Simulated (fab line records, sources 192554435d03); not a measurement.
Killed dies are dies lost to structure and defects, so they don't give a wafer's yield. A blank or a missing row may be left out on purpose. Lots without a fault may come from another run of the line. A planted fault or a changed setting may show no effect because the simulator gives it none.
fab line records | flow n5_finfet
record lots=7 wafers=39
route steps=1938 shown ZERO_LAYER@11 FIN_SAQP@96 SD_EPI_P@321 HKMG_FIN@397 MOL_CONTACT_COAG@584 BEOL_M0_SAQP@673 BEOL_M1@800 BEOL_M3@998 BEOL_M4@1086 BEOL_M7@1321 BEOL_M9@1461 BEOL_M12@1656 BEOL_M14@1762 MIM_BOT@1833 PASSIVATION@1936
start_h: hours from the record's first day to the start of the lot's first wafer shown | wait_h: hours since the lot's step before | " the same as in the row above | L1.1+2: a row that stands for several wafers | - no value, or no start given | * or withheld: withheld | < > ~ a bound
route shown NAME@n: a module of which the file shows steps, and the number in the route of the first | usual: mean/standard deviation of fault-free wafers | same: alike in all rows | chamber/n: place in a boat | sites: the reading at each site | _std_site: their standard deviation | _edge_site: outer sites' mean less inner sites' | radius_mm: how far each site lies from the wafer's centre | mask NAME#n: copy n | behind: the tool/chamber that last shaped the wafer | hold: why the lot was held/for how many hours/how that ended | device: the transistor (n, p or np) that didn't switch | end of line: the same wafers' tests at the end of the route | a step without rows: its recipe alone | killed: dies lost to structure and defects at the first sort, not the wafer's yield | map: a wafer's dies, x killed, . not, _ none there
set.NAME: the setting as run; set.NAME@STEP: as run at that earlier step | model.NAME: the simulator's own value behind a step, which no gauge read
lots whose settings were changed on purpose; a table a step, a row a wafer
## steps
# step N5_ZERO_LAYER_DEVELOP_10
# recipe develop_time_s=60 rinse_liquid=diw dry=air_spin dev_temp_c=21
# step N5_FIN_SAQP_HM_DEP_03
# recipe material=SiNx target_thk_a=380 temp_c=400 precursor=SiH4/NH3/N2 pressure_torr=1.5 rf_w=300 time_s=33.6
# step N5_SD_EPI_P_EPI_21
# recipe material=SiGe:B dopant=B temp_c=550 pressure_torr=20 ambient=H2 time_s=355
# step N5_HKMG_FIN_DEVELOP_48
# recipe develop_time_s=30 developer=TMAH resist=CAR-ArF rinse_liquid=diw dry=air_spin dev_temp_c=23
# step N5_MOL_CONTACT_COAG_ETCHBACK_135
# recipe chemistry=CHF3 target=SiO2 target_depth_a=250 time_s=16.7 ion_energy_ev=200 pressure_mtorr=30 source_w=610 bias_w=170 Ar_flow_sccm=200 CHF3_flow_sccm=50
# step N5_BEOL_M0_SAQP_ETCH_107
# recipe chemistry=CH3F/O2 target=SiNx target_depth_a=300 mask_material=SOC pressure_mtorr=30 source_w=395 bias_w=73 Ar_flow_sccm=150 CH3F_flow_sccm=30 O2_flow_sccm=20 ion_energy_ev=120
# step N5_BEOL_M1_TRENCH_ETCH_37
# recipe chemistry=C4F6/O2 target_depth_a=552.07 target=SiOC time_s=29 ion_energy_ev=250 pressure_mtorr=30 source_w=355 bias_w=185 Ar_flow_sccm=300 C4F6_flow_sccm=10 O2_flow_sccm=10
# step N5_BEOL_M3_SPUTTER_81
# recipe material=Cu target_thk_a=45 temp_c=-20 chamber_pressure_pa=0.07 power_w=withheld time_s=8.29
# step N5_BEOL_M4_SPUTTER_79
# step N5_BEOL_M7_SURFACE_TREAT_79
# recipe gas=Ar time_s=* ion_energy_ev=* ion_current_ma_cm2=0.5 pressure_mtorr=* ar_flow_sccm=30
# step N5_BEOL_M9_SPUTTER_48
# recipe material=Cu target_thk_a=120 temp_c=-20 bias_v=60 power_w=26000 chamber_pressure_pa=0.13 time_s=2
# step N5_BEOL_M12_DEP_53
# recipe material=SiCN target_thk_a=300 temp_c=withheld precursor=3MS/NH3 pressure_torr=3 rf_w=675 time_s=10.5
# step N5_BEOL_M14_SPUTTER_43
# recipe material=TaN target_thk_a=150 temp_c=50 bias_v=168.6 power_w=15000 chamber_pressure_pa=0.12 time_s=24.19
# step N5_MIM_BOT_SPUTTER_00
# recipe material=TiN target_thk_a=350 temp_c=200 power_w=3000 chamber_pressure_pa=0.49996 gas=Ar reactive_partial_pa=0.37997 time_s=89.7
# step N5_PASSIVATION_PROBE_49
# usual defect_limited_yield=91.0/1.5 killed_at_M0_to_M3=36/12 killed_dies=106/18 killed_on_rim=13/4.5
# columns lot.wafer tool chamber start_h wait_h set.develop_time_s@ZERO_LAYER_DEVELOP_10 set.target_thk_a@FIN_SAQP_HM_DEP_03 set.epi_growth_time_s@SD_EPI_P_EPI_21 set.develop_time_s@HKMG_FIN_DEVELOP_48 set.time_s@MOL_CONTACT_COAG_ETCHBACK_135 set.target_depth_a@BEOL_M0_SAQP_ETCH_107 set.time_s@BEOL_M1_TRENCH_ETCH_37 set.time_s@BEOL_M3_SPUTTER_81 set.target_thk_a@BEOL_M4_SPUTTER_79 set.time_s@BEOL_M7_SURFACE_TREAT_79 set.target_thk_a@BEOL_M9_SPUTTER_48 set.target_thk_a@BEOL_M12_DEP_53 set.target_thk_a@BEOL_M14_SPUTTER_43 set.target_thk_a@MIM_BOT_SPUTTER_00 defect_limited_yield[%] killed_at_M0_to_M3 killed_dies killed_on_rim
L076.1 prober-02 - 297.29 0.0 60 380 242.3 30 16.7 380.8 29 5.766 45 * 155.2 237.3 231.2 290 90.9 33 107 9
L076.2 prober-02 - 297.34 0.1 60 523.8 355 30 19.32 300 29 8.29 45 * 155.2 300 150 350 89.7 34 121 19
L076.3 prober-02 - 297.39 0.1 60 523.8 355 30 16.7 300 29 5.766 61.11 * 120 300 231.2 290 91.3 42 103 17
L076.4 prober-02 - 297.44 0.2 60 380 355 30 19.32 380.8 29 5.766 61.11 * 120 300 231.2 350 91.4 36 101 14
L076.5 prober-02 - 297.49 0.2 60 380 242.3 30 16.7 300 29 8.29 61.11 * 155.2 237.3 150 290 89.5 54 124 18
L076.6 prober-02 - 297.54 0.3 60 523.8 242.3 30 19.32 380.8 29 8.29 45 * 120 237.3 150 350 92.4 35 90 9
L080.2 prober-01 - 315.88 0.1 60 380 355 30 16.7 300 29 8.29 45 * 120 300 150 350 90.5 45 112 12
L080.4 prober-01 - 315.98 0.2 60 380 355 30 16.7 300 29 8.29 45 * 120 300 150 350 91.9 37 96 12
L080.6 prober-01 - 316.08 0.3 60 380 355 30 16.7 300 29 8.29 45 * 120 300 150 350 92.2 26 92 8
L084.1 prober-01 - 339.81 0.0 40.45 380 355 30 21.71 300 29 8.29 45 * 168.2 432.1 200.9 350 93.4 29 78 10
L084.2 prober-01 - 339.86 0.1 60 380 252.3 30 16.7 300 45.95 10.57 45 * 168.2 432.1 150 404.9 5.2 1042 1119 142
L084.3 prober-01 - 339.91 0.1 60 380 252.3 30 21.71 208.1 29 10.57 45 * 168.2 300 150 404.9 93.6 33 76 14
L084.4 prober-01 - 339.96 0.2 40.45 380 355 21.66 16.7 208.1 45.95 8.29 45 * 120 432.1 150 350 6.5 1053 1103 140
L084.5 prober-01 - 340.01 0.2 40.45 380 252.3 21.66 21.71 208.1 45.95 10.57 45 * 120 300 200.9 350 2.9 1095 1146 151
L084.6 prober-01 - 340.06 0.3 60 380 355 21.66 16.7 300 29 8.29 45 * 120 300 200.9 404.9 91.9 41 96 14
L088.1 prober-01 - 348.59 0.1 60 380 355 37.64 16.7 300 29 8.29 45 * 89.02 460.9 150 350 89.5 60 124 25
L088.2 prober-01 - 348.64 0.1 60 380 355 30 26.25 300 45.59 8.29 45 * 120 460.9 150 350 2.7 1070 1148 146
L088.3 prober-01 - 348.69 0.2 60 246.2 355 30 16.7 300 29 6.721 45 * 120 460.9 150 350 89.7 43 121 10
L088.4 prober-01 - 348.74 0.2 60 246.2 355 37.64 16.7 300 45.59 8.29 45 * 89.02 300 150 350 4.0 1041 1133 149
L088.5 prober-01 - 348.79 0.3 60 246.2 355 30 26.25 300 45.59 6.721 45 * 89.02 300 150 350 3.0 1084 1145 147
L088.6 prober-01 - 348.84 0.3 60 380 355 37.64 26.25 300 29 6.721 45 * 120 300 150 350 91.4 45 102 9
L087.1 prober-01 - 355.90 0.0 71.25 380 479.9 42.33 16.7 300 42.06 10.2 45 * 120 200 150 350 56.8 461 510 151
L087.2 prober-01 - 355.95 0.1 71.25 451.2 355 42.33 20.42 300 29 10.2 45 * 144.6 300 150 350 91.0 27 106 8
L087.3 prober-01 - 356.00 0.1 60 380 355 30 16.7 300 42.06 8.29 45 * 120 200 72.94 436.1 71.9 247 332 79
L087.4 prober-01 - 356.05 0.2 71.25 451.2 479.9 30 20.42 300 42.06 8.29 45 * 144.6 300 72.94 436.1 69.2 273 364 32
L087.5 prober-01 - 356.10 0.2 60 451.2 355 30 16.7 300 29 10.2 45 * 144.6 200 72.94 350 92.2 22 92 11
L087.6 prober-01 - 356.15 0.3 60 380 479.9 42.33 20.42 300 29 8.29 45 * 120 300 150 436.1 88.4 34 137 16
L091.1 prober-02 - 382.26 0.0 60 380 260 30 16.7 220.5 29 11.78 45 * 120 176 206.5 350 90.4 34 113 14
L091.2 prober-02 - 382.31 0.1 28.61 499.1 355 30 16.7 300 29 8.29 71.67 * 120 300 150 350 91.8 18 97 12
L091.3 prober-02 - 382.36 0.1 28.61 380 355 15.93 16.7 300 23.36 11.78 71.67 * 120 176 150 506.6 0 14 1180 152
L091.4 prober-02 - 382.41 0.2 60 380 355 30 21.6 220.5 23.36 8.29 71.67 * 120 300 206.5 350 90.9 21 107 16
L091.5 prober-02 - 382.46 0.2 28.61 499.1 260 15.93 21.6 300 23.36 8.29 45 * 120 176 150 506.6 0 22 1180 152
L091.6 prober-02 - 382.51 0.3 60 499.1 260 15.93 21.6 220.5 29 11.78 45 * 120 300 206.5 506.6 0 24 1180 152
L093.1 prober-01 - 399.64 0.0 60 177 355 30 16.7 208.5 29 8.29 45 * 120 300 150 350 89.4 44 125 19
L093.2 prober-01 - 399.69 0.1 24.3 380 355 22.78 16.7 300 29 4.074 45 * 92.82 300 150 149.6 89.6 43 123 22
L093.3 prober-01 - 399.74 0.1 60 380 355 22.78 16.7 208.5 43.34 8.29 45 * 92.82 300 150 149.6 16.7 908 983 150
L093.4 prober-01 - 399.79 0.2 24.3 177 355 22.78 16.7 208.5 29 4.074 45 * 120 300 101.3 149.6 91.0 47 106 11
L093.5 prober-01 - 399.84 0.2 60 380 355 30 16.7 300 43.34 8.29 45 * 92.82 300 101.3 350 15.4 908 998 144
L093.6 prober-01 - 399.89 0.3 24.3 177 355 30 16.7 300 43.34 4.074 45 * 120 300 101.3 350 27.2 781 859 147
# killed by level:class
L076.1 STI_FIN_REVEAL:geometric_particle:open=18 MOL_CONTACT_COAG:geometric_particle:open=10 GATE_CUT:geometric_particle:short=9 BEOL_M2:geometric_particle:open=8 BEOL_M0_SAQP:geometric_particle:short=7 BEOL_M3:geometric_particle:open=7 FIN_SAQP:geometric_particle:short=6 STI_FIN_REVEAL:geometric_particle:short=4
L076.2 STI_FIN_REVEAL:geometric_particle:open=14 MOL_CONTACT_COAG:geometric_particle:open=10 BEOL_M3:geometric_particle:open=9 BEOL_M2:geometric_particle:open=8 HKMG_FIN:area_etch=7 BEOL_M4:geometric_particle:open=6 BEOL_M0_SAQP:geometric_particle:short=5 DUMMY_GATE:geometric_particle:open=4
L076.3 BEOL_M0_SAQP:geometric_particle:short=10 STI_FIN_REVEAL:geometric_particle:open=10 MOL_CONTACT_COAG:geometric_particle:open=9 BEOL_M1:geometric_particle:open=8 FIN_SAQP:geometric_particle:short=6 BEOL_M0_SAQP:geometric_particle:open=6 FIN_SAQP:geometric_particle:open=5 GATE_CUT:geometric_particle:short=5
L076.4 STI_FIN_REVEAL:geometric_particle:open=18 BEOL_M0_SAQP:geometric_particle:open=11 BEOL_M1:geometric_particle:open=6 BEOL_M2:geometric_particle:open=6 FIN_SAQP:geometric_particle:open=5 GATE_CUT:geometric_particle:short=5 STARTING-WAFER:geometric_particle:open=5 BEOL_M5:geometric_particle:open=4
L076.5 BEOL_M0_SAQP:geometric_particle:short=16 MOL_CONTACT_COAG:geometric_particle:open=13 BEOL_M2:geometric_particle:open=11 BEOL_M0_SAQP:geometric_particle:open=9 STI_FIN_REVEAL:geometric_particle:open=8 DUMMY_GATE:geometric_particle:open=8 BEOL_M3:geometric_particle:open=7 BEOL_M4:geometric_particle:open=6
L076.6 BEOL_M3:geometric_particle:open=9 MOL_CONTACT_COAG:geometric_particle:open=9 BEOL_M0_SAQP:geometric_particle:short=9 BEOL_M0_SAQP:geometric_particle:open=6 BEOL_M4:geometric_particle:open=6 BEOL_M2:geometric_particle:open=5 BEOL_M5:geometric_particle:open=5 DUMMY_GATE:geometric_particle:open=4
L080.2 BEOL_M2:geometric_particle:open=14 BEOL_M0_SAQP:geometric_particle:open=11 FIN_SAQP:geometric_particle:short=10 FIN_SAQP:geometric_particle:open=9 BEOL_M0_SAQP:geometric_particle:short=9 DUMMY_GATE:geometric_particle:open=7 BEOL_M3:geometric_particle:open=6 BEOL_M4:geometric_particle:open=6
L080.4 MOL_CONTACT_COAG:geometric_particle:open=11 BEOL_M3:geometric_particle:open=11 BEOL_M0_SAQP:geometric_particle:short=9 GATE_CUT:geometric_particle:short=7 BEOL_M4:geometric_particle:open=7 FIN_SAQP:geometric_particle:short=6 FIN_SAQP:geometric_particle:open=6 BEOL_M0_SAQP:geometric_particle:open=6
L080.6 BEOL_M2:geometric_particle:open=10 FIN_SAQP:geometric_particle:open=8 GATE_CUT:geometric_particle:short=8 MIM_TOP:geometric_particle:open=5 GATE_CUT:geometric_particle:open=4 MOL_CONTACT_COAG:geometric_particle:open=4 BEOL_M0_SAQP:geometric_particle:short=4 BEOL_M4:geometric_particle:open=4
L084.1 BEOL_M0_SAQP:geometric_particle:open=7 BEOL_M0_SAQP:geometric_particle:short=6 FIN_SAQP:geometric_particle:short=5 DUMMY_GATE:geometric_particle:open=5 BEOL_M2:geometric_particle:open=5 STARTING-WAFER:geometric_particle:short=5 ILD0:geometric_particle:short=4 MOL_CONTACT_COAG:geometric_particle:open=3
L084.2 BEOL_M1:area_etch=1001 DUMMY_GATE:geometric_particle:open=12 BEOL_M0:geometric_particle:open=10 BEOL_M0_SAQP:geometric_particle:short=9 FIN_SAQP:geometric_particle:open=8 BEOL_M2:geometric_particle:open=8 DUMMY_GATE:geometric_particle:short=7 BEOL_M2:geometric_particle:short=6
L084.3 BEOL_M0_SAQP:geometric_particle:short=12 BEOL_M0_SAQP:geometric_particle:open=10 MOL_CONTACT_COAG:geometric_particle:open=7 FIN_CUT:geometric_particle:open=4 DUMMY_GATE:geometric_particle:open=4 GATE_CUT:geometric_particle:open=3 BEOL_M3:geometric_particle:open=3 FIN_SAQP:geometric_particle:short=2
L084.4 BEOL_M1:area_etch=982 BEOL_M0_SAQP:geometric_particle:short=20 BEOL_M2:geometric_particle:open=17 BEOL_M0_SAQP:geometric_particle:open=13 MOL_CONTACT_COAG:geometric_particle:open=9 BEOL_M3:geometric_particle:open=9 FIN_SAQP:geometric_particle:open=6 GATE_CUT:geometric_particle:short=6
L084.5 BEOL_M1:area_etch=1041 BEOL_M0_SAQP:geometric_particle:short=23 BEOL_M0_SAQP:geometric_particle:open=14 FIN_SAQP:geometric_particle:open=13 STI_FIN_REVEAL:geometric_particle:open=6 BEOL_M3:geometric_particle:open=6 BEOL_M2:geometric_particle:short=5 DUMMY_GATE:geometric_particle:open=4
L084.6 BEOL_M0_SAQP:geometric_particle:short=12 GATE_CUT:geometric_particle:short=10 BEOL_M2:geometric_particle:open=9 FIN_SAQP:geometric_particle:open=8 BEOL_M0_SAQP:geometric_particle:open=8 MOL_CONTACT_COAG:geometric_particle:open=6 STARTING-WAFER:geometric_particle:short=4 BEOL_M11:geometric_particle:open=4
L088.1 BEOL_M0_SAQP:geometric_particle:short=14 BEOL_M0_SAQP:geometric_particle:open=13 BEOL_M2:geometric_particle:open=12 STI_FIN_REVEAL:geometric_particle:open=9 BEOL_M9:interface_void_opened=8 BEOL_M1:geometric_particle:open=7 FIN_SAQP:geometric_particle:short=5 MOL_CONTACT_COAG:geometric_particle:open=5
L088.2 BEOL_M1:area_etch=1035 BEOL_M2:geometric_particle:open=13 STI_FIN_REVEAL:geometric_particle:open=12 GATE_CUT:geometric_particle:short=8 FIN_SAQP:geometric_particle:short=6 BEOL_M0_SAQP:geometric_particle:short=6 BEOL_M4:geometric_particle:open=6 MOL_CONTACT_COAG:geometric_particle:open=5
L088.3 STI_FIN_REVEAL:geometric_particle:open=15 BEOL_M2:geometric_particle:open=11 BEOL_M1:geometric_particle:open=11 MOL_CONTACT_COAG:geometric_particle:open=9 BEOL_M0_SAQP:geometric_particle:short=8 DUMMY_GATE:geometric_particle:open=7 GATE_CUT:geometric_particle:short=7 STI_FIN_REVEAL:geometric_particle:short=6
L088.4 BEOL_M1:area_etch=981 BEOL_M0_SAQP:geometric_particle:short=14 BEOL_M9:interface_void_opened=14 BEOL_M1:geometric_particle:open=12 FIN_SAQP:geometric_particle:short=10 STI_FIN_REVEAL:geometric_particle:open=10 BEOL_M0_SAQP:geometric_particle:open=10 MOL_CONTACT_COAG:geometric_particle:open=7
L088.5 BEOL_M1:area_etch=1025 BEOL_M1:geometric_particle:open=13 BEOL_M2:geometric_particle:open=13 BEOL_M1:geometric_particle:short=9 MOL_CONTACT_COAG:geometric_particle:open=8 BEOL_M0_SAQP:geometric_particle:open=8 STI_FIN_REVEAL:geometric_particle:open=7 BEOL_M0_SAQP:geometric_particle:short=7
L088.6 MOL_CONTACT_COAG:geometric_particle:open=11 BEOL_M2:geometric_particle:open=11 FIN_SAQP:geometric_particle:short=8 BEOL_M0_SAQP:geometric_particle:open=8 BEOL_M0_SAQP:geometric_particle:short=8 STI_FIN_REVEAL:geometric_particle:open=6 BEOL_M2:geometric_particle:short=6 BEOL_M3:geometric_particle:open=6
L087.1 BEOL_M1:area_etch=430 FIN_SAQP:geometric_particle:open=13 BEOL_M1:geometric_particle:short=7 BEOL_M0_SAQP:geometric_particle:open=6 BEOL_M0_SAQP:geometric_particle:short=6 BEOL_M2:geometric_particle:open=6 GATE_CUT:geometric_particle:short=5 STI_FIN_REVEAL:geometric_particle:open=4
L087.2 DUMMY_GATE:geometric_particle:open=18 MOL_CONTACT_COAG:geometric_particle:open=10 STI_FIN_REVEAL:geometric_particle:open=9 FIN_SAQP:geometric_particle:open=7 STARTING-WAFER:geometric_particle:short=7 BEOL_M2:geometric_particle:open=6 BEOL_M0_SAQP:geometric_particle:short=5 BEOL_M0_SAQP:geometric_particle:open=5
L087.3 BEOL_M1:area_etch=204 MIM_BOT:area_sputter=21 STI_FIN_REVEAL:geometric_particle:open=12 BEOL_M2:geometric_particle:open=9 BEOL_M0_SAQP:geometric_particle:open=8 FIN_SAQP:geometric_particle:open=6 MOL_CONTACT_COAG:geometric_particle:open=6 BEOL_M0_SAQP:geometric_particle:short=6
L087.4 BEOL_M1:area_etch=252 MIM_BOT:area_sputter=16 MOL_CONTACT_COAG:geometric_particle:open=15 FIN_SAQP:geometric_particle:open=8 STI_FIN_REVEAL:geometric_particle:open=8 BEOL_M0_SAQP:geometric_particle:open=7 BEOL_M4:geometric_particle:open=5 FIN_SAQP:geometric_particle:short=4
L087.5 FIN_SAQP:geometric_particle:open=10 DUMMY_GATE:geometric_particle:open=10 MOL_CONTACT_COAG:geometric_particle:open=9 FIN_SAQP:geometric_particle:short=6 STI_FIN_REVEAL:geometric_particle:open=6 BEOL_M0_SAQP:geometric_particle:open=6 BEOL_M2:geometric_particle:open=6 STARTING-WAFER:geometric_particle:open=5
L087.6 MIM_BOT:area_sputter=35 STI_FIN_REVEAL:geometric_particle:open=16 BEOL_M0_SAQP:geometric_particle:short=13 MOL_CONTACT_COAG:geometric_particle:open=10 FIN_SAQP:geometric_particle:open=9 DUMMY_GATE:geometric_particle:open=7 BEOL_M0_SAQP:geometric_particle:open=6 BEOL_M1:geometric_particle:open=5
L091.1 FIN_SAQP:geometric_particle:open=14 BEOL_M3:geometric_particle:open=12 FIN_SAQP:geometric_particle:short=11 BEOL_M4:geometric_particle:open=9 MOL_CONTACT_COAG:geometric_particle:open=8 BEOL_M0_SAQP:geometric_particle:open=6 BEOL_M0_SAQP:geometric_particle:short=6 STARTING-WAFER:geometric_particle:short=6
L091.2 FIN_SAQP:geometric_particle:open=13 DUMMY_GATE:geometric_particle:open=9 MOL_CONTACT_COAG:geometric_particle:open=9 BEOL_M4:geometric_particle:open=7 FIN_SAQP:geometric_particle:short=6 STI_FIN_REVEAL:geometric_particle:open=6 BEOL_M0_SAQP:geometric_particle:short=5 GATE_CUT:geometric_particle:short=4
L091.3 MIM_BOT:area_sputter=1103 MOL_CONTACT_COAG:geometric_particle:open=12 BEOL_M4:geometric_particle:open=8 FIN_SAQP:geometric_particle:open=7 GATE_CUT:geometric_particle:short=5 FIN_SAQP:geometric_particle:short=4 DUMMY_GATE:geometric_particle:open=4 BEOL_M0_SAQP:geometric_particle:short=4
L091.4 FIN_SAQP:geometric_particle:open=17 STI_FIN_REVEAL:geometric_particle:open=9 FIN_SAQP:geometric_particle:short=7 MOL_CONTACT_COAG:geometric_particle:open=7 BEOL_M5:geometric_particle:open=7 BEOL_M0_SAQP:geometric_particle:short=6 BEOL_M4:geometric_particle:open=5 BEOL_M2:geometric_particle:open=4
L091.5 MIM_BOT:area_sputter=1081 STI_FIN_REVEAL:geometric_particle:open=18 BEOL_M4:geometric_particle:open=12 FIN_SAQP:geometric_particle:open=8 BEOL_M0_SAQP:geometric_particle:open=7 FIN_SAQP:geometric_particle:short=5 DUMMY_GATE:geometric_particle:open=5 MOL_CONTACT_COAG:geometric_particle:open=5
L091.6 MIM_BOT:area_sputter=1046 FIN_SAQP:geometric_particle:open=18 BEOL_M4:geometric_particle:open=14 MOL_CONTACT_COAG:geometric_particle:open=12 STI_FIN_REVEAL:geometric_particle:open=11 FIN_SAQP:geometric_particle:short=9 BEOL_M0_SAQP:geometric_particle:open=9 DUMMY_GATE:geometric_particle:open=8
L093.1 STI_FIN_REVEAL:geometric_particle:open=12 FIN_SAQP:geometric_particle:open=11 FIN_SAQP:geometric_particle:short=9 BEOL_M0_SAQP:geometric_particle:short=7 BEOL_M0_SAQP:geometric_particle:open=7 BEOL_M2:geometric_particle:open=7 MOL_CONTACT_COAG:geometric_particle:open=6 ILD0:geometric_particle:short=5
L093.2 MOL_CONTACT_COAG:geometric_particle:open=15 BEOL_M0_SAQP:geometric_particle:open=9 FIN_SAQP:geometric_particle:open=8 BEOL_M0_SAQP:geometric_particle:short=8 FIN_SAQP:geometric_particle:short=7 STI_FIN_REVEAL:geometric_particle:open=7 BEOL_M1:geometric_particle:open=6 STI_FIN_REVEAL:geometric_particle:short=5
L093.3 BEOL_M1:area_etch=870 FIN_SAQP:geometric_particle:open=12 BEOL_M2:geometric_particle:open=11 FIN_SAQP:geometric_particle:short=8 MOL_CONTACT_COAG:geometric_particle:open=7 BEOL_M0_SAQP:geometric_particle:open=6 BEOL_M3:geometric_particle:open=6 BEOL_M4:geometric_particle:open=5
L093.4 MOL_CONTACT_COAG:geometric_particle:open=14 BEOL_M0_SAQP:geometric_particle:open=10 BEOL_M3:geometric_particle:open=9 FIN_SAQP:geometric_particle:open=6 BEOL_M0_SAQP:geometric_particle:short=6 BEOL_M1:geometric_particle:open=6 BEOL_M2:geometric_particle:open=6 ILD0:geometric_particle:short=5
L093.5 BEOL_M1:area_etch=847 FIN_SAQP:geometric_particle:open=16 STI_FIN_REVEAL:geometric_particle:open=16 BEOL_M2:geometric_particle:open=16 FIN_SAQP:geometric_particle:short=12 BEOL_M0_SAQP:geometric_particle:short=11 MOL_CONTACT_COAG:geometric_particle:open=9 BEOL_M0_SAQP:geometric_particle:open=8
L093.6 BEOL_M1:area_etch=732 BEOL_M2:geometric_particle:open=15 FIN_SAQP:geometric_particle:open=11 BEOL_M1:geometric_particle:open=10 MOL_CONTACT_COAG:geometric_particle:open=6 BEOL_M5:geometric_particle:open=6 STI_FIN_REVEAL:geometric_particle:open=5 GATE_CUT:geometric_particle:short=5
## key
split step=N5_ZERO_LAYER_DEVELOP_10 setting=develop_time_s stated_as=60
response none clear
split step=N5_FIN_SAQP_HM_DEP_03 setting=target_thk_a stated_as=380
response none clear
split step=N5_SD_EPI_P_EPI_21 setting=epi_growth_time_s stated_as=355
response none clear
split step=N5_HKMG_FIN_DEVELOP_48 setting=develop_time_s stated_as=30
response none clear
split step=N5_MOL_CONTACT_COAG_ETCHBACK_135 setting=time_s stated_as=16.7
response none clear
split step=N5_BEOL_M0_SAQP_ETCH_107 setting=target_depth_a stated_as=300
response none clear
split step=N5_BEOL_M1_TRENCH_ETCH_37 setting=time_s stated_as=29
response step=N5_PASSIVATION_PROBE_49 reading=killed_at_M0_to_M3 slope=+14.4 per=1% together_with=all explained=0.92
response step=N5_PASSIVATION_PROBE_49 reading=killed_on_rim slope=+2.06 per=1% together_with=all explained=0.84
response step=N5_PASSIVATION_PROBE_49 reading=killed_dies slope=+13.8 per=1% together_with=all explained=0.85
response step=N5_PASSIVATION_PROBE_49 reading=defect_limited_yield slope=-1.17 per=1% together_with=all explained=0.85
split step=N5_BEOL_M3_SPUTTER_81 setting=time_s stated_as=8.29
response none clear
split step=N5_BEOL_M4_SPUTTER_79 setting=target_thk_a stated_as=45
response none clear
split step=N5_BEOL_M7_SURFACE_TREAT_79 setting=time_s stated_as=*
response none clear
split step=N5_BEOL_M9_SPUTTER_48 setting=target_thk_a stated_as=120
response none clear
split step=N5_BEOL_M12_DEP_53 setting=target_thk_a stated_as=300
response none clear
split step=N5_BEOL_M14_SPUTTER_43 setting=target_thk_a stated_as=150
response none clear
split step=N5_MIM_BOT_SPUTTER_00 setting=target_thk_a stated_as=350
response none clear
